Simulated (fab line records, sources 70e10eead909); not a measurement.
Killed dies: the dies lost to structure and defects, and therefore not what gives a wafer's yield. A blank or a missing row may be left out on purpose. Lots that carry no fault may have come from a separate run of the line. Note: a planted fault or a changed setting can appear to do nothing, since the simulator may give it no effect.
Which tool is to blame?	flow nand_harc	Sampling: 13 lots, 39 wafers, 5 of 1302 route steps

== WHAT THE GAUGES READ, wafer by wafer ==
NHARC_END_SORT_01.
lot	measured	on	defect_limited_yield (%)	killed_at_array	killed_at_other	killed_at_periphery	killed_dies	killed_open	killed_short	sort_bin_2_pct (%)	sort_bin_3_pct (%)	sort_bin_4_pct (%)	sort_n_pass	sort_rim_yield_pct (%)	sort_yield_pct (%)
L264	day 30 01:58	prober-01	92.8 90.5 90.1	47 63 65	0 0 2	2 1 0	49 64 67	5 5 0	3 2 5	3.0 5.0 3.4	0.7 0.3 1.2	3.5 4.1 5.3	628 613 610	86 91 92	92.8 90.5 90.1
L268	day 32 18:51	prober-01	90.5 0 88.8	56 667 72	4 1 1	4 9 3	64 677 76	1 2 3	5 2 2	4.4 92.9 4.4	0.7 1.0 1.2	4.3 6.1 5.6	613 0 601	97 0 91	90.5 0 88.8
L267	day 32 20:58	prober-02	93.9 0 93.4	37 668 34	0 1 3	4 8 8	41 677 45	3 1 2	3 3 2	1.8 96.2 1.9	0.3 0.7 0.3	4.0 3.1 4.4	636 0 632	91 0 97	93.9 0 93.4
L269	day 33 03:28	prober-01	0 88.0 93.5	675 77 39	1 1 1	1 3 4	677 81 44	5 4 1	0 1 1	92.3 4.4 2.8	1.3 0.6 0.7	6.4 6.9 3.0	0 596 633	0 90 92	0 88.0 93.5

== TOOL THAT RAN EACH LOT (tool first, then ch and the chambers of the sampled wafers, then the start) ==
lot	NHARC_A_BONDPAD_ECD_18	NHARC_THIN_TSV_CMP_01	NHARC_THIN_TSV_ETCHBACK_48	NHARC_THIN_TSV_ETCH_36
L253	ecd_cu-02 ch 0,1, day 24 00:32	cmp-02 ch 0,1,3, day 24 12:44	rie_diel-01 ch 0,2,3, day 24 16:17	rie_metal-03 ch 0,1, day 24 20:52
L252	ecd_cu-01 ch 0,1, day 24 17:40	cmp-02 ch 1,2, day 25 06:25	rie_diel-01 ch 0,1,3, day 25 10:00	rie_metal-02 ch 0,1, day 25 14:13
L254	ecd_cu-01 ch 0,1, day 25 19:01	cmp-03 ch 0,2,3, day 26 07:08	rie_diel-01 ch 0,1,2, day 26 10:54	rie_metal-03 ch 0,1, day 26 14:57
L256	ecd_cu-01 ch 0,1, day 25 22:56	cmp-04 ch 2,3, day 26 12:01	rie_diel-03 ch 1,2, day 26 15:26	rie_metal-03 ch 0,1, day 26 19:34
L259	ecd_cu-01 ch 0,1, day 27 00:49	cmp-04 ch 0,1,3, day 27 15:28	rie_diel-01 ch 0,1, day 27 18:51	rie_metal-02 ch 0,1, day 27 23:05
L258	ecd_cu-02 ch 0,1, day 27 08:13	cmp-03 ch 0,1, day 27 20:31	rie_diel-03 ch 1,2,3, day 28 00:08	rie_metal-01 ch 0,1, day 28 04:14
L264	ecd_cu-02 ch 0,1, day 28 22:40	cmp-03 ch 1,2, day 29 09:44	rie_diel-01 ch 1,2,3, day 29 13:13	rie_metal-01 ch 0,1, day 29 17:22
L262	ecd_cu-02 ch 0,1, day 29 04:39	cmp-04 ch 0,1,3, day 29 17:01	rie_diel-03 ch 0,2, day 29 20:26	rie_metal-02 ch 0,1, day 30 00:40
L266	ecd_cu-01 ch 0,1, day 29 10:23	cmp-03 ch 2,3, day 30 02:31	rie_diel-01 ch 0,2, day 30 06:04	rie_metal-03 ch 0,1, day 30 10:44
L265	ecd_cu-02 ch 0, day 29 11:32	cmp-04 ch 0,2,3, day 30 03:44	rie_diel-09 ch 0,1,2, day 30 07:32	rie_metal-01 ch 0,1, day 30 11:40
L268	ecd_cu-01 ch 0,1, day 31 04:45	cmp-04 ch 1,2, day 32 01:17	rie_diel-01 ch 2,3, day 32 05:17	rie_metal-02 ch 0, day 32 09:35
L267	ecd_cu-01 ch 0,1, day 31 06:57	cmp-04 ch 0,3, day 32 02:26	rie_diel-09 ch 1,2, day 32 06:04	rie_metal-02 ch 0, day 32 10:43
L269	ecd_cu-01 ch 0,1, day 31 13:37	cmp-03 ch 1,2, day 32 03:43	rie_diel-03 ch 3, day 32 07:13	rie_metal-03 ch 1, day 32 11:44
- NHARC_A_BONDPAD_ECD_18: material Cu, target thk 400 nm.
- NHARC_THIN_TSV_CMP_01: polishes.
- NHARC_THIN_TSV_ETCHBACK_48: etches the open film in C4F8/Ar, target depth 1028.5 nm, time 405.17 s.
- NHARC_THIN_TSV_ETCH_36: etches the open film in Cl2/BCl3, target depth 65 nm, time 18.571 s.

== WHAT THE TOOLS THEMSELVES READ (means of the sampled wafers that have a number; where no wafer has one, the mark that the record gives instead) ==
NHARC_THIN_TSV_CMP_01.
lot	tool	motor_current_A (A)
L253	cmp-02	11.9
L252	cmp-02	12.0
L254	cmp-03	11.5
L256	cmp-04	10.5
L259	cmp-04	11.1
L258	cmp-03	11.4
L264	cmp-03	10.7
L262	cmp-04	11.3
L266	cmp-03	10.8
L265	cmp-04	11.2
L268	cmp-04	12.8
L267	cmp-04	10.6
L269	cmp-03	10.3

NHARC_THIN_TSV_ETCHBACK_48.
lot	tool	oes_product_au (a.u.)	rf_vpp_V (V)
L253	rie_diel-01	0.99	548.8
L252	rie_diel-01	1.00	546.2
L254	rie_diel-01	1.00	546.4
L256	rie_diel-03	0.93	546.1
L259	rie_diel-01	0.96	545.2
L258	rie_diel-03	0.96	545.3
L264	rie_diel-01	0.92	547.9
L262	rie_diel-03	0.94	543.3
L266	rie_diel-01	1.00	547.3
L265	rie_diel-09	0.98	545.8
L268	rie_diel-01	1.01	550.8
L267	rie_diel-09	0.93	545.4
L269	rie_diel-03	0.99	546.7

NHARC_THIN_TSV_ETCH_36.
lot	tool	drypump_motor_current_A (A)	oes_product_au (a.u.)
L253	rie_metal-03	5.1	1.000
L252	rie_metal-02	6.3	1.005
L254	rie_metal-03	5.1	1.003
L256	rie_metal-03	5.1	1.004
L259	rie_metal-02	6.3	1.000
L258	rie_metal-01	5.7	0.966
L264	rie_metal-01	5.7	0.987
L262	rie_metal-02	6.0	0.987
L266	rie_metal-03	5.1	0.995
L265	rie_metal-01	5.7	0.975
L268	rie_metal-02	6.6	1.003
L267	rie_metal-02	6.6	0.999
L269	rie_metal-03	5.1	0.998

== THE ANSWER, worked out from the rows above alone ==
Rule: what is usual is taken from the lots themselves. Put in order of their means at a reading, lots are off if they are a third of the lots or fewer, leave a main group of 4 or more, and stand apart from it by a gap of 3 or more times the standard deviation of the main group's means; of several such gaps the widest counts. If all means in a main group match to the digits the tables above print for the reading, that group is not used. Also off: a lot with no number at a reading for which 4 or more lots have one. Any other lot the step has rows for is counted as sound. Order of review: gauges by route order, followed by the tools' own readings, for which a lot's mean as printed above is used. At the first step where some lot is off, the reading lying furthest off is the one used; lots without a number count as furthest.
None of the lots is off at any reading shown; this tells nothing.

== WHAT THE SIMULATOR HAD PUT IN ==
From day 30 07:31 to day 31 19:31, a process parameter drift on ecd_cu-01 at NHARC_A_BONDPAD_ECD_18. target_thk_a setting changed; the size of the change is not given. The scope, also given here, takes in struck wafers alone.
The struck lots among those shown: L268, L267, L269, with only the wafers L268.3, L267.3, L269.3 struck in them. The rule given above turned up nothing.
